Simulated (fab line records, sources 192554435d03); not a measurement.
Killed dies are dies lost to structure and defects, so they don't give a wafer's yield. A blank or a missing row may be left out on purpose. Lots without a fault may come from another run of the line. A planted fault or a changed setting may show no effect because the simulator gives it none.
Which tool did it? | flow n5_finfet | 24 lots, 72 wafers sampled, at 6 steps of a route of 1938

WHAT THE GAUGES READ, wafer by wafer
N5_BEOL_M4_THK_MEAS_53: measures by xrf.
lot  | measured     | on            | M4_THK (nm)
L074 | day 8 01:35  | film_metro-01 | 40.8 39.5 39.6
L075 | day 8 01:56  | film_metro-01 | 44.0 39.3 43.0
L077 | day 8 19:30  | film_metro-01 | 45.0 40.9 43.2
L078 | day 8 22:12  | film_metro-01 | 41.0 40.8 42.2
L076 | day 8 22:32  | film_metro-02 | 39.6 36.5 39.6
L079 | day 9 00:35  | film_metro-01 | 40.6 42.5 41.8
L081 | day 9 05:57  | film_metro-01 | 38.3 38.0 38.6
L080 | day 9 08:12  | film_metro-01 | 39.7 37.3 39.8
L082 | day 9 20:20  | film_metro-02 | 41.3 40.1 39.6
L083 | day 10 00:28 | film_metro-02 | 40.7 40.2 40.9
L084 | day 10 09:54 | film_metro-01 | 41.2 39.5 39.5
L085 | day 10 18:31 | film_metro-01 | 40.6 40.4 42.1
L087 | day 11 02:12 | film_metro-01 | 40.7 40.6 44.7
L088 | day 11 05:46 | film_metro-02 | 40.0 37.8 40.1
L086 | day 11 07:22 | film_metro-02 | 44.6 42.9 42.7
L089 | day 11 15:41 | film_metro-01 | 43.7 41.7 41.6
L090 | day 11 20:34 | film_metro-01 | 41.2 40.9 41.9
L091 | day 12 01:20 | film_metro-01 | 42.1 42.6 42.8
L093 | day 12 11:55 | film_metro-01 | 37.7 38.4 38.7
L092 | day 12 16:26 | film_metro-02 | 41.7 40.6 38.8
L094 | day 13 04:40 | film_metro-01 | 40.8 40.3 41.2
L096 | day 13 06:30 | film_metro-02 | 41.4 38.8 40.9
L095 | day 13 06:55 | film_metro-01 | 40.4 40.2 40.3
L097 | day 13 09:31 | film_metro-02 | 40.7 40.3 40.2

N5_BEOL_M5_INSPECT_30: inspects for defects (brightfield).
lot  | measured     | on                | raw_defect_count
L074 | day 8 11:07  | defect_inspect-02 | 321 274 476
L075 | day 8 07:52  | defect_inspect-01 | 272 325 403
L077 | day 8 23:22  | defect_inspect-02 | 415 388 328
L078 | day 9 02:22  | defect_inspect-01 | 289 246 431
L076 | day 9 05:35  | defect_inspect-01 | 284 336 416
L079 | day 9 07:08  | defect_inspect-02 | 373 349 431
L081 | day 9 12:31  | defect_inspect-01 | 516 362 322
L080 | day 9 15:55  | defect_inspect-01 | 602 473 599
L082 | day 10 01:43 | defect_inspect-02 | 386 492 406
L083 | day 10 04:08 | defect_inspect-01 | 361 326 241
L084 | day 10 15:19 | defect_inspect-01 | 362 429 377
L085 | day 11 01:06 | defect_inspect-02 | 419 350 360
L087 | day 11 06:46 | defect_inspect-02 | 603 462 484
L088 | day 11 09:40 | defect_inspect-01 | 312 403 336
L086 | day 11 12:41 | defect_inspect-01 | 449 480 457
L089 | day 11 20:13 | defect_inspect-02 | 385 427 406
L090 | day 12 01:50 | defect_inspect-02 | 370 395 284
L091 | day 12 06:26 | defect_inspect-02 | 579 446 541
L093 | day 12 17:49 | defect_inspect-02 | 387 449 491
L092 | day 12 22:01 | defect_inspect-02 | 439 506 508
L094 | day 13 10:33 | defect_inspect-02 | 716 538 538
L096 | day 13 10:45 | defect_inspect-02 | 363 494 319
L095 | day 13 11:22 | defect_inspect-02 | 494 425 561
L097 | day 13 16:55 | defect_inspect-01 | 235 232 221

WHICH TOOL RAN EACH LOT (tool, then ch and the chambers of the sampled wafers, then the start)
lot  | N5_BEOL_M4_VIA_ETCH_34             | N5_BEOL_M4_DEGAS_44          | N5_BEOL_M4_SURFACE_TREAT_85  | N5_BEOL_M5_ETCH_72
L074 | rie_diel-05 ch 2,3, day 7 21:02    | pvd_sputter-02, day 7 22:23  | pvd_sputter-02, day 7 22:46  | rie_diel-06 ch 0,3, day 8 07:12
L075 | rie_diel-01 ch 1,2,3, day 7 21:14  | pvd_sputter-02, day 7 22:33  | pvd_sputter-02, day 7 22:59  | rie_diel-06 ch 0,1,3, day 8 06:58
L077 | rie_diel-01 ch 1,2, day 8 15:16    | pvd_sputter-02, day 8 16:10  | pvd_sputter-02, day 8 16:34  | rie_diel-02 ch 0,2, day 8 22:34
L078 | rie_diel-03 ch 0,1, day 8 18:26    | pvd_sputter-02, day 8 18:59  | pvd_sputter-03, day 8 19:25  | rie_diel-04 ch 0,3, day 9 00:54
L076 | rie_diel-05 ch 1,2,3, day 8 18:44  | pvd_sputter-03, day 8 19:13  | pvd_sputter-03, day 8 19:37  | rie_diel-06 ch 1,2,3, day 9 03:23
L079 | rie_diel-01 ch 0,2,3, day 8 19:13  | pvd_sputter-02, day 8 21:06  | pvd_sputter-03, day 8 21:35  | rie_diel-02 ch 1,3, day 9 03:47
L081 | rie_diel-05 ch 0,1,2, day 9 00:30  | pvd_sputter-01, day 9 02:43  | pvd_sputter-02, day 9 03:04  | rie_diel-02 ch 0,2,3, day 9 09:17
L080 | rie_diel-05 ch 1,2, day 9 02:43    | pvd_sputter-02, day 9 03:40  | pvd_sputter-01, day 9 05:14  | rie_diel-04 ch 0,2,3, day 9 13:44
L082 | rie_diel-05 ch 0,1,3, day 9 16:21  | pvd_sputter-02, day 9 16:56  | pvd_sputter-01, day 9 17:19  | rie_diel-06 ch 0,1,2, day 10 00:11
L083 | rie_diel-05 ch 0,1,2, day 9 19:38  | pvd_sputter-03, day 9 20:26  | pvd_sputter-03, day 9 20:53  | rie_diel-02 ch 0,3, day 10 03:15
L084 | rie_diel-05 ch 1,2,3, day 10 04:38 | pvd_sputter-03, day 10 05:10 | pvd_sputter-02, day 10 05:35 | rie_diel-02 ch 0,1,2, day 10 13:26
L085 | rie_diel-03 ch 0,1, day 10 13:53   | pvd_sputter-02, day 10 15:08 | pvd_sputter-03, day 10 15:41 | rie_diel-04 ch 0,3, day 10 22:57
L087 | rie_diel-01 ch 0,1, day 10 22:20   | pvd_sputter-03, day 10 22:59 | pvd_sputter-02, day 10 23:19 | rie_diel-04 ch 0,1,3, day 11 05:57
L088 | rie_diel-05 ch 1,2, day 11 01:17   | pvd_sputter-03, day 11 02:07 | pvd_sputter-03, day 11 02:40 | rie_diel-02 ch 0,2, day 11 08:52
L086 | rie_diel-01 ch 0,1,3, day 11 01:47 | pvd_sputter-01, day 11 02:45 | pvd_sputter-03, day 11 03:14 | rie_diel-06 ch 1,2,3, day 11 11:04
L089 | rie_diel-03 ch 0,1,3, day 11 10:05 | pvd_sputter-03, day 11 10:50 | pvd_sputter-02, day 11 12:51 | rie_diel-04 ch 1,3, day 11 18:46
L090 | rie_diel-01 ch 0,1, day 11 16:12   | pvd_sputter-01, day 11 17:18 | pvd_sputter-01, day 11 17:47 | rie_diel-04 ch 1,3, day 11 23:28
L091 | rie_diel-01 ch 0,1,3, day 11 21:14 | pvd_sputter-02, day 11 22:04 | pvd_sputter-02, day 11 22:29 | rie_diel-06 ch 2,3, day 12 05:20
L093 | rie_diel-05 ch 0,2,3, day 12 07:40 | pvd_sputter-03, day 12 08:36 | pvd_sputter-02, day 12 09:04 | rie_diel-04 ch 2,3, day 12 16:55
L092 | rie_diel-03 ch 1,2,3, day 12 12:29 | pvd_sputter-03, day 12 13:11 | pvd_sputter-03, day 12 13:32 | rie_diel-06 ch 1,3, day 12 19:40
L094 | rie_diel-03 ch 0,1,2, day 13 00:29 | pvd_sputter-03, day 13 01:26 | pvd_sputter-01, day 13 01:50 | rie_diel-06 ch 1,2, day 13 09:40
L096 | rie_diel-05 ch 0,1, day 13 00:34   | pvd_sputter-01, day 13 01:28 | pvd_sputter-01, day 13 02:01 | rie_diel-02 ch 1,2, day 13 09:57
L095 | rie_diel-05 ch 1,2,3, day 13 00:58 | pvd_sputter-01, day 13 01:37 | pvd_sputter-01, day 13 02:03 | rie_diel-02 ch 1,2, day 13 10:21
L097 | rie_diel-03 ch 1,2,3, day 13 05:32 | pvd_sputter-02, day 13 06:11 | pvd_sputter-01, day 13 06:38 | rie_diel-04 ch 0,3, day 13 12:02
- N5_BEOL_M4_VIA_ETCH_34: etches the open film in C4F6/O2, target depth 69.4 nm, time 65.9 s.
- N5_BEOL_M4_DEGAS_44: time 60 s.
- N5_BEOL_M4_SURFACE_TREAT_85
- N5_BEOL_M5_ETCH_72: etches underlayer in N2/H2, target depth 6.5 nm, time 5.2 s.

WHAT THE TOOLS THEMSELVES READ (means of the sampled wafers that have a number; where no wafer has one, the mark that the record gives instead)
N5_BEOL_M4_VIA_ETCH_34.
lot  | tool        | drypump_motor_current_A (A) | mfc_ar_sccm (sccm) | oes_product_au (a.u.) | rf_vpp_V (V) | showerhead_plenum_p_Torr (Torr) | throttle_valve_pct (%)
L074 | rie_diel-05 | 6.0                         | 300.5              | 0.70                  | 663          | 2.89                            | 30.8
L075 | rie_diel-01 | 5.5                         | 299.7              | 0.83                  | 670          | 2.82                            | 30.7
L077 | rie_diel-01 | 5.7                         | 299.8              | 0.76                  | 666          | 2.82                            | 30.7
L078 | rie_diel-03 | 6.4                         | 299.8              | 0.83                  | 675          | 2.74                            | 30.5
L076 | rie_diel-05 | 5.8                         | 299.3              | 0.71                  | 660          | 2.86                            | 31.0
L079 | rie_diel-01 | 5.4                         | 300.2              | 0.79                  | 673          | 2.78                            | 30.7
L081 | rie_diel-05 | 5.7                         | 300.0              | 0.74                  | 669          | 2.90                            | 30.7
L080 | rie_diel-05 | 5.7                         | 298.9              | 0.71                  | 666          | 2.86                            | 31.0
L082 | rie_diel-05 | 5.5                         | 299.6              | 0.75                  | 664          | 2.88                            | 30.8
L083 | rie_diel-05 | 5.7                         | 299.9              | 0.73                  | 669          | 2.90                            | 30.7
L084 | rie_diel-05 | 5.8                         | 300.1              | 0.71                  | 661          | 2.86                            | 31.0
L085 | rie_diel-03 | 6.3                         | 300.1              | 0.93                  | 679          | 2.84                            | 30.4
L087 | rie_diel-01 | 5.3                         | 300.4              | 0.83                  | 669          | 2.80                            | 30.3
L088 | rie_diel-05 | 5.7                         | 299.9              | 0.71                  | 664          | 2.85                            | 31.0
L086 | rie_diel-01 | 5.3                         | 300.5              | 0.83                  | 672          | 2.80                            | 30.5
L089 | rie_diel-03 | 5.9                         | 299.9              | 0.87                  | 676          | 2.91                            | 30.5
L090 | rie_diel-01 | 5.2                         | 300.7              | 0.82                  | 668          | 2.80                            | 30.3
L091 | rie_diel-01 | 5.3                         | 298.7              | 0.83                  | 670          | 2.80                            | 30.5
L093 | rie_diel-05 | 5.8                         | 299.9              | 0.82                  | 665          | 2.89                            | 30.6
L092 | rie_diel-03 | 6.1                         | 300.2              | 0.83                  | 682          | 2.82                            | 30.7
L094 | rie_diel-03 | 6.0                         | 300.7              | 0.87                  | 680          | 2.84                            | 30.5
L096 | rie_diel-05 | 5.5                         | 299.9              | 0.73                  | 667          | 2.86                            | 30.9
L095 | rie_diel-05 | 5.8                         | 300.0              | 0.78                  | 661          | 2.85                            | 30.9
L097 | rie_diel-03 | 6.1                         | 300.3              | 0.82                  | 683          | 2.82                            | 30.7

N5_BEOL_M4_DEGAS_44.
lot  | tool           | heater_power_w (W)
L074 | pvd_sputter-02 | 360
L075 | pvd_sputter-02 | 377
L077 | pvd_sputter-02 | 361
L078 | pvd_sputter-02 | 368
L076 | pvd_sputter-03 | 345
L079 | pvd_sputter-02 | 354
L081 | pvd_sputter-01 | 329
L080 | pvd_sputter-02 | 377
L082 | pvd_sputter-02 | 363
L083 | pvd_sputter-03 | 377
L084 | pvd_sputter-03 | 347
L085 | pvd_sputter-02 | 363
L087 | pvd_sputter-03 | 335
L088 | pvd_sputter-03 | 334
L086 | pvd_sputter-01 | 319
L089 | pvd_sputter-03 | 359
L090 | pvd_sputter-01 | 318
L091 | pvd_sputter-02 | 372
L093 | pvd_sputter-03 | 344
L092 | pvd_sputter-03 | 337
L094 | pvd_sputter-03 | 363
L096 | pvd_sputter-01 | 317
L095 | pvd_sputter-01 | 319
L097 | pvd_sputter-02 | 378

N5_BEOL_M5_ETCH_72.
lot  | tool        | drypump_motor_current_A (A) | etch_rf_on_time_s (s) | oes_product_au (a.u.) | rf_vpp_V (V) | showerhead_plenum_p_Torr (Torr) | throttle_valve_pct (%)
L074 | rie_diel-06 | 5.6                         | 5.28                  | 0.64                  | 524.3        | 2.56                            | 17.80
L075 | rie_diel-06 | 5.8                         | 5.29                  | 0.66                  | 523.7        | 2.52                            | 17.74
L077 | rie_diel-02 | 6.0                         | 5.25                  | 0.66                  | 522.4        | 2.53                            | 18.15
L078 | rie_diel-04 | 5.9                         | 5.12                  | 0.77                  | 523.5        | 2.55                            | 17.73
L076 | rie_diel-06 | 5.9                         | 5.25                  | 0.69                  | 526.2        | 2.60                            | 17.62
L079 | rie_diel-02 | 5.8                         | 5.20                  | 0.71                  | 528.0        | 2.68                            | 17.42
L081 | rie_diel-02 | 5.8                         | 5.08                  | 0.67                  | 525.7        | 2.59                            | 17.84
L080 | rie_diel-04 | 5.7                         | 5.14                  | 0.75                  | 523.5        | 2.50                            | 17.75
L082 | rie_diel-06 | 5.9                         | 5.23                  | 0.67                  | 523.4        | 2.52                            | 17.68
L083 | rie_diel-02 | 5.6                         | 5.10                  | 0.68                  | 528.7        | 2.66                            | 17.55
L084 | rie_diel-02 | 5.7                         | 5.23                  | 0.68                  | 525.9        | 2.61                            | 18.01
L085 | rie_diel-04 | 5.9                         | 5.09                  | 0.76                  | 524.5        | 2.54                            | 17.77
L087 | rie_diel-04 | 5.7                         | 5.22                  | 0.69                  | 523.0        | 2.52                            | 17.74
L088 | rie_diel-02 | 6.0                         | 5.26                  | 0.64                  | 522.6        | 2.52                            | 18.19
L086 | rie_diel-06 | 5.9                         | 5.22                  | 0.68                  | 525.7        | 2.59                            | 17.65
L089 | rie_diel-04 | 5.7                         | 5.27                  | 0.64                  | 524.0        | 2.52                            | 17.85
L090 | rie_diel-04 | 5.7                         | 5.32                  | 0.63                  | 525.3        | 2.52                            | 17.85
L091 | rie_diel-06 | 5.7                         | 5.30                  | 0.64                  | 525.8        | 2.64                            | 17.72
L093 | rie_diel-04 | 5.6                         | 5.10                  | 0.70                  | 521.5        | 2.48                            | 17.98
L092 | rie_diel-06 | 5.8                         | 5.31                  | 0.65                  | 524.3        | 2.58                            | 17.74
L094 | rie_diel-06 | 6.1                         | 5.24                  | 0.68                  | 524.8        | 2.59                            | 17.61
L096 | rie_diel-02 | 5.9                         | 5.27                  | 0.69                  | 525.5        | 2.61                            | 17.95
L095 | rie_diel-02 | 5.9                         | 5.23                  | 0.69                  | 526.1        | 2.61                            | 17.93
L097 | rie_diel-04 | 5.8                         | 5.14                  | 0.73                  | 522.9        | 2.51                            | 17.67

THE ANSWER, worked out from the rows above alone
Rule: what is usual is taken from the lots themselves. Put in order of their means at a reading, lots are off if they are a third of the lots or fewer, leave a main group of 4 or more, and stand apart from it by a gap of 3 or more times the standard deviation of the main group's means; of several such gaps the widest counts. A main group whose means are all the same, to the digits that the tables above print for the reading, isn't used. A lot without any number at a reading at which 4 lots or more have one is off too. The other lots that the step has rows for count as sound. The gauges are gone through in route order, then the tools' own readings, and for those a lot's mean is taken as printed above. The first step at which some lot is off is used, and at that step the reading that is off furthest; a lot without a number counts as furthest.
No lot is off at any reading shown: from this, nothing can be told.

WHAT THE SIMULATOR HAD PUT IN
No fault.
